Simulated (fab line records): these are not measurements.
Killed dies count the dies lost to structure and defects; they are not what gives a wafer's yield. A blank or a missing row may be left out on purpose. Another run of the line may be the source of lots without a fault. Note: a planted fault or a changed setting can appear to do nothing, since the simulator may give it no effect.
Struck lot and sound lot, side by side || flow n5_finfet || 21 out of 1938 route steps
Sound: wafers L606.4, L606.5, L606.6. Struck: wafer L591.1 (L591.5, L591.6, from the same lot, were not struck and are left out); the cause is given at the end.
Order at every step that has rows: each side's tool, ch and its chambers, its first start. Under that, the readings that differ: sound wafers || struck wafers || difference of the means || sigmas: that difference in standard deviations of wafers without a fault.
alike: readings whose means differ by less than 2 such deviations, and words and numbers that are the same on both sides. not compared: withheld readings, readings that some wafer has no value for, bounds like >300 that may hide the same value, and numbers for which the record gives no deviation and whose values overlap.
Wherever a step has rows on one side only, a row that says differs or no value, or a row with sigmas, the two part there. Numbers that don't overlap but have no deviation are shown without sigmas and don't part them. A reading missing from all wafers of one side parts the sides only when that side holds two or more wafers.

first, 7 steps without rows for these wafers: N5_BEOL_M13_COAT_22 (resist thk 300 nm); N5_BEOL_M13_EBR_24; N5_BEOL_M13_SOFTBAKE_23 (time 60 s); N5_BEOL_M13_EXPOSE_25 (exposes mask M13, target cd 210 nm); N5_BEOL_M13_PEB_26 (peb time 90 s); N5_BEOL_M13_DEVELOP_27 (develop time 45 s); N5_BEOL_M13_HARDBAKE_32 (time 120 s).
N5_BEOL_M13_CD_MEAS_28: target cd 209.5 nm.
  sound on cd_sem-02 ch 0, day 16 19:27; struck on cd_sem-01 ch 0, day 13 03:01
  alike: cd_nm
N5_BEOL_M13_OVL_MEAS_29:
  sound on overlay-01 ch 0, day 16 19:29; struck on overlay-01 ch 0, day 13 03:03
  alike: M13_OVL
N5_BEOL_M13_INSPECT_30: inspects for defects (macro).
  sound on defect_inspect-01 at day 16 19:30; struck on defect_inspect-02 at day 13 03:04
  alike: raw_defect_count
N5_BEOL_M13_DESCUM_33: chemistry O2, time 7.9 s.
  sound on rie_diel-03 ch 0,2,3, day 16 19:32; struck on rie_diel-04 ch 2, day 13 03:06
{"reading": "throttle_valve_pct (%)", "sound": "20.44 20.34 20.43", "struck": 20.07, "difference": -0.33, "sigmas": -2}
  alike: drypump_motor_current_A, oes_product_au, rf_vpp_V, showerhead_plenum_p_Torr
  not compared: rf_hours_counter_h
N5_BEOL_M13_ETCH_67: etches SiARC in CF4, target depth 143 nm, time 238.3 s.
  sound on rie_diel-03 ch 0,2,3, day 16 19:35; struck on rie_diel-04 ch 2, day 13 03:08
  alike: drypump_motor_current_A, etch_rf_on_time_s, oes_product_au, rf_vpp_V, showerhead_plenum_p_Torr, throttle_valve_pct
  not compared: rf_hours_counter_h
N5_BEOL_M13_ETCH_68: etches SOC in N2/H2, time 355 s.
  sound on rie_diel-03 ch 0,2,3, day 16 19:43; struck on rie_diel-04 ch 2, day 13 03:17
{"reading": "model.SiARC_of_BEOL_M13_COAT_66.thk_nm (nm)", "sound": "77.6 78 77.2", "struck": 82.2, "difference": "+4.6", "sigmas": ""}
{"reading": "model.BEOL_M13.cd_nm (nm)", "sound": "211 210 210.8", "struck": 208.2, "difference": -2.4, "sigmas": ""}
  alike: drypump_motor_current_A, oes_product_au, rf_vpp_V, showerhead_plenum_p_Torr, throttle_valve_pct
  not compared: rf_hours_counter_h
then, 1 step without rows for these wafers: N5_BEOL_M13_STRIP_69 (strips in N2/H2).
N5_BEOL_M13_TRENCH_ETCH_34: etches SiOC in C4F8/O2/Ar, target depth 413.47 nm, time 162.6 s.
  sound on rie_diel-03 ch 0,2,3, day 16 19:56; struck on rie_diel-04 ch 2, day 13 03:31
  alike: drypump_motor_current_A, he_outer_torr, oes_product_au, rf_vpp_V, showerhead_plenum_p_Torr, throttle_valve_pct
  not compared: rf_hours_counter_h
then, 1 step without rows for these wafers: N5_BEOL_M13_STRIP_70 (strips in C4F8/O2/Ar).
N5_BEOL_M13_OCD_MEAS_35:
  sound on ocd-01 at day 16 20:07; struck on ocd-01 at day 13 03:41
  alike: trench_depth_nm
N5_BEOL_M13_STRIP_37: strips in N2/H2.
  sound on plasma_asher-02 ch 0,1, day 16 20:11; struck on plasma_asher-02 ch 0, day 13 03:43
{"reading": "rf_hours_counter_h (h)", "sound": "- - -", "struck": 134, "difference": "no value on the sound wafers", "sigmas": ""}
  alike: drypump_motor_current_A, heater_power_w, oes_product_au
N5_BEOL_M13_ETCH_38: etches SiCN in CF4/N2, target depth 67.5 nm, time 71.9 s.
  sound on rie_diel-05 ch 0,1, day 16 20:43; struck on rie_diel-04 ch 3, day 13 06:09
{"reading": "throttle_valve_pct (%)", "sound": "15.19 15.45 15.20", "struck": 15.73, "difference": "+0.45", "sigmas": "+3"}
{"reading": "model.BEOL_M13.cd_nm (nm)", "sound": "211.2 210 210.8", "struck": 208, "difference": -3, "sigmas": ""}
  alike: drypump_motor_current_A, oes_product_au, rf_vpp_V, showerhead_plenum_p_Torr
  not compared: rf_hours_counter_h
then, 1 step without rows for these wafers: N5_BEOL_M13_PRECLEAN_39 (cleans in residue remover, time 60 s).
N5_PASSIVATION_PROBE_49:
  the record holds rows for the sound wafers here (prober-02, day 18 05:05) but none for the struck ones

WHERE THEY PART
Last at N5_PASSIVATION_PROBE_49 as far as this record goes, first at N5_BEOL_M13_DESCUM_33.

WHY: what the simulator had put in
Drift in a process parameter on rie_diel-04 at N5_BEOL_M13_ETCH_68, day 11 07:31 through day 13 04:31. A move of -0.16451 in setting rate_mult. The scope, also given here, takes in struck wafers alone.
